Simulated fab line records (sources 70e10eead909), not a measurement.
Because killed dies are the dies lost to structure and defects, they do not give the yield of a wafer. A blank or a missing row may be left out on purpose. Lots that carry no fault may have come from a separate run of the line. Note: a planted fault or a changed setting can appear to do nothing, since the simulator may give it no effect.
Which tool was responsible? | flow nandHarc | 14 lots, 42 wafers sampled, at 4 steps of a route of 1302

## WHAT THE GAUGES SHOWED, per wafer
The record lacks any reading of a measuring or inspecting step that a usual standard deviation could be used to judge.

## EACH LOT AND THE TOOL THAT RAN IT (in order: tool; ch and the chambers of the sampled wafers; start)
lot  | NHARC_A_BONDPAD_CMP_19        | NHARC_HYBRID_BOND_ACTIVATE_00     | NHARC_THIN_TSV_CMP_21         | NHARC_THIN_TSV_ETCH_59
L593 | cmp-03 ch 0,1,2, day 22 23:40 | rieDiel-05 ch 0,1, day 23 00:13   | cmp-04 ch 0,1, day 23 18:08   | rieMetal-01 ch 0,1, day 23 19:54
L594 | cmp-03 ch 0,3, day 23 15:11   | rieDiel-05 ch 0,3, day 23 15:46   | cmp-01 ch 0,1,2, day 24 14:34 | rieMetal-01 ch 0,1, day 24 16:25
L595 | cmp-02 ch 0,1, day 23 23:42   | rieDiel-07 ch 0,1,3, day 24 00:19 | cmp-04 ch 0,1, day 24 15:56   | rieMetal-02 ch 0,1, day 24 17:43
L596 | cmp-02 ch 0,2,3, day 24 15:10 | rieDiel-05 ch 0,1,3, day 24 15:47 | cmp-04 ch 1,2, day 25 08:51   | rieMetal-03 ch 0,1, day 25 10:46
L597 | cmp-01 ch 0,1,3, day 24 16:20 | rieDiel-05 ch 2,3, day 24 16:52   | cmp-03 ch 0,1,3, day 25 09:49 | rieMetal-02 ch 0,1, day 25 11:44
L599 | cmp-03 ch 1,2,3, day 25 06:42 | rieDiel-05 ch 2,3, day 25 07:18   | cmp-03 ch 0,2,3, day 25 23:50 | rieMetal-01 ch 0,1, day 26 01:47
L598 | cmp-03 ch 0,3, day 25 18:44   | rieDiel-05 ch 1,3, day 25 19:18   | cmp-04 ch 0,1,3, day 26 19:01 | rieMetal-01 ch 0,1, day 26 20:52
L600 | cmp-02 ch 0,1,2, day 26 17:14 | rieDiel-05 ch 0,1,3, day 26 17:50 | cmp-01 ch 1,3, day 27 12:41   | rieMetal-01 ch 0,1, day 27 14:32
L608 | cmp-02 ch 1,3, day 29 03:19   | rieDiel-05 ch 0,1, day 29 03:54   | cmp-04 ch 0,2,3, day 29 20:20 | rieMetal-02 ch 0,1, day 29 22:16
L609 | cmp-01 ch 0,1,3, day 29 12:04 | rieDiel-05 ch 0,2,3, day 29 12:39 | cmp-01 ch 0,2,3, day 30 04:58 | rieMetal-02 ch 0,1, day 30 06:50
L612 | cmp-03 ch 0,1,2, day 31 00:14 | rieDiel-05 ch 0,1,3, day 31 00:46 | cmp-04 ch 0,2, day 31 19:14   | rieMetal-01 ch 0,1, day 31 21:09
L613 | cmp-03 ch 0,1,3, day 31 10:03 | rieDiel-05 ch 0,1, day 31 10:38   | cmp-04 ch 1,2,3, day 32 06:52 | rieMetal-03 ch 0,1, day 32 08:48
L615 | cmp-02 ch 0,1,2, day 32 14:59 | rieDiel-05 ch 0,2, day 32 15:36   | cmp-01 ch 0,2,3, day 33 10:25 | rieMetal-01 ch 0,1, day 33 12:20
L616 | cmp-03 ch 0,1, day 33 02:10   | rieDiel-05 ch 0,1,3, day 33 02:44 | cmp-04 ch 1,2, day 33 21:56   | rieMetal-01 ch 0,1, day 33 23:47
- NHARC_A_BONDPAD_CMP_19: polishes, t overpolish 30 s, cu recess touch 16 s, target thk 169.82 nm.
- NHARC_HYBRID_BOND_ACTIVATE_00: chemistry N2, time 60 s.
- NHARC_THIN_TSV_CMP_21: polishes, t overpolish 30 s, target thk 2000 nm.
- NHARC_THIN_TSV_ETCH_59: etches the open film in Cl2/BCl3, target depth 880 nm, time 138.1 s.

## AS READ BY THE TOOLS THEMSELVES (means over the sampled wafers that have a number; for cases with no such wafer, the mark the record gives instead)
NHARC_A_BONDPAD_CMP_19. Usual: motorCurrentA 12.1 A, standard deviation 1.4; overpolishRunS 30.000 s, standard deviation 0.0093; slurryFlowMlMin 150.0, standard deviation 0.52.
lot  | tool   | motorCurrentA (A) | overpolishRunS (s) | slurryFlowMlMin | flag
L593 | cmp-03 | 11.1              | 29.997             | 149.9           | 
L594 | cmp-03 | 11.4              | 29.993             | 150.0           | 
L595 | cmp-02 | 13.9              | 30.007             | 149.3           | 
L596 | cmp-02 | 13.0              | 29.997             | 150.6           | 
L597 | cmp-01 | 12.3              | 29.994             | 150.2           | 
L599 | cmp-03 | 11.0              | 29.998             | 150.0           | 
L598 | cmp-03 | 11.3              | 29.996             | 149.8           | 
L600 | cmp-02 | 13.1              | 29.994             | 150.2           | 
L608 | cmp-02 | 13.0              | 29.994             | 149.9           | 
L609 | cmp-01 | 11.8              | 30.002             | 150.0           | 
L612 | cmp-03 | 11.0              | 29.993             | 150.3           | 
L613 | cmp-03 | 11.3              | 30.002             | 149.9           | 
L615 | cmp-02 | 13.0              | 29.993             | 150.1           | 
L616 | cmp-03 | 11.2              | 30.003             | 150.3           | 

NHARC_HYBRID_BOND_ACTIVATE_00. Usual: drypumpMotorCurrentA 5.70 A, standard deviation 0.27; oesProductAu 1.000 a.u., standard deviation 0.013; rfVppV 64.1 V, standard deviation 0.91; showerheadPlenumPTorr 1.77 Torr, standard deviation 0.075.
lot  | tool       | drypumpMotorCurrentA (A) | oesProductAu (a.u.) | rfVppV (V) | showerheadPlenumPTorr (Torr) | flag
L593 | rieDiel-05 | 5.53                     | 1.012               | 64.3       | 1.73                         | 
L594 | rieDiel-05 | 5.55                     | 1.000               | 63.7       | 1.81                         | 
L595 | rieDiel-07 | 5.73                     | 1.003               | 64.0       | 1.79                         | 
L596 | rieDiel-05 | 5.52                     | 1.007               | 63.4       | 1.77                         | 
L597 | rieDiel-05 | 5.78                     | 1.005               | 64.0       | 1.76                         | 
L599 | rieDiel-05 | 5.96                     | 1.001               | 63.5       | 1.72                         | 
L598 | rieDiel-05 | 5.56                     | 1.010               | 63.9       | 1.76                         | 
L600 | rieDiel-05 | 5.52                     | 0.993               | 64.2       | 1.77                         | 
L608 | rieDiel-05 | 5.54                     | 1.006               | 64.0       | 1.72                         | 
L609 | rieDiel-05 | 5.73                     | 0.992               | 64.4       | 1.77                         | 
L612 | rieDiel-05 | 5.56                     | 0.986               | 64.3       | 1.76                         | 
L613 | rieDiel-05 | 5.52                     | 0.998               | 64.2       | 1.72                         | 
L615 | rieDiel-05 | 5.73                     | 0.994               | 63.9       | 1.78                         | 
L616 | rieDiel-05 | 5.56                     | 0.990               | 64.6       | 1.76                         | 

NHARC_THIN_TSV_CMP_21. Usual: motorCurrentA 11.9 A, standard deviation 1.4; overpolishRunS 30.000 s, standard deviation 0.0089; slurryFlowMlMin 150.1, standard deviation 0.47.
lot  | tool   | motorCurrentA (A) | overpolishRunS (s) | slurryFlowMlMin | flag
L593 | cmp-04 | 14.3              | 30.001             | 150.7           | 
L594 | cmp-01 | 11.5              | 29.991             | 150.4           | 
L595 | cmp-04 | 14.1              | 29.997             | 150.1           | 
L596 | cmp-04 | 12.0              | 29.994             | 149.7           | 
L597 | cmp-03 | 11.3              | 30.000             | 150.2           | 
L599 | cmp-03 | 10.6              | 30.002             | 150.0           | 
L598 | cmp-04 | 13.6              | 30.000             | 149.6           | 
L600 | cmp-01 | 12.4              | 29.994             | 149.8           | 
L608 | cmp-04 | 12.4              | 29.996             | 150.5           | 
L609 | cmp-01 | 11.9              | 30.000             | 150.0           | 
L612 | cmp-04 | 12.3              | 30.002             | 150.1           | 
L613 | cmp-04 | 12.0              | 29.988             | 150.2           | 
L615 | cmp-01 | 11.8              | 30.002             | 150.3           | 
L616 | cmp-04 | 12.7              | 30.000             | 149.5           | 

NHARC_THIN_TSV_ETCH_59. Usual: biasW 100.0 W, standard deviation 0.34; chamberPressureMTorr 10.000 mTorr, standard deviation 0.0098; drypumpMotorCurrentA 5.9 A, standard deviation 0.35; oesProductAu 1.003 a.u., standard deviation 0.016; runLengthS 159.5 s, standard deviation 0.38; throttleValvePct 22.264 %, standard deviation 0.0094.
lot  | tool        | biasW (W) | chamberPressureMTorr (mTorr) | drypumpMotorCurrentA (A) | oesProductAu (a.u.) | runLengthS (s) | throttleValvePct (%) | flag
L593 | rieMetal-01 | 99.9      | 9.997                        | 6.2                      | 1.031               | 159.5          | 22.265               | 
L594 | rieMetal-01 | 100.1     | 9.995                        | 6.2                      | 1.022               | 159.5          | 22.254               | 
L595 | rieMetal-02 | 99.9      | 9.994                        | 5.7                      | 0.987               | 159.7          | 22.259               | 
L596 | rieMetal-03 | 99.7      | 9.997                        | 6.0                      | 0.998               | 159.4          | 22.259               | 
L597 | rieMetal-02 | 100.0     | 10.000                       | 5.7                      | 0.983               | 159.9          | 22.257               | 
L599 | rieMetal-01 | 100.2     | 10.003                       | 5.9                      | 1.012               | 159.1          | 22.260               | 
L598 | rieMetal-01 | 100.5     | 9.997                        | 5.9                      | 1.024               | 159.2          | 22.265               | 
L600 | rieMetal-01 | 100.1     | 10.000                       | 6.1                      | 1.017               | 159.5          | 22.258               | 
L608 | rieMetal-02 | 99.5      | 9.999                        | 5.7                      | 0.989               | 149.0          | 22.258               | OFF
L609 | rieMetal-02 | 100.5     | 10.007                       | 5.6                      | 1.000               | 154.3          | 22.262               | OFF
L612 | rieMetal-01 | 100.2     | 10.006                       | 6.2                      | 1.021               | 159.3          | 22.274               | 
L613 | rieMetal-03 | 99.9      | 10.003                       | 6.1                      | 0.994               | 159.3          | 22.268               | 
L615 | rieMetal-01 | 99.9      | 9.997                        | 6.0                      | 1.004               | 159.1          | 22.270               | 
L616 | rieMetal-01 | 100.2     | 9.995                        | 6.2                      | 0.997               | 159.4          | 22.262               | 

## THE ANSWER, worked out from the rows above alone
Rule: a lot counts as off when the mean over its wafers that have a number is more than 3 standard deviations away from the usual mean. A lot without any number at a reading at which 4 lots or more have one is off too. The other lots that the step has rows for count as sound. After the gauges, taken in route order, come the tools' own readings; for these a lot's mean is taken, as printed above. At the first step where some lot is off, the reading lying furthest off is the one used; lots without a number count as furthest.
Off: L608, L609 (NHARC_THIN_TSV_ETCH_59, runLengthS).
A tool fits if, at that step or a process step before it, it ran every lot that is off, and no sound lot after the first of them. One fits: rieMetal-02 at NHARC_THIN_TSV_ETCH_59. A fault onset in the window from L597 (day 25 11:44, its last sound lot) to L608 (day 29 22:16, its first lot off) fits.
The tool's own readings at NHARC_THIN_TSV_ETCH_59 bear it out: on the lots that are off they differ by more than 5 times the standard deviation of the sound lots' means. runLengthS reads 151.7 s there against 159.4 s on the sound lots.

## WHAT HAD BEEN PUT IN BY THE SIMULATOR
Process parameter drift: rieMetal-02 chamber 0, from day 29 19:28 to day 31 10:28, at NHARC_THIN_TSV_ETCH_59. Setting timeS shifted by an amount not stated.
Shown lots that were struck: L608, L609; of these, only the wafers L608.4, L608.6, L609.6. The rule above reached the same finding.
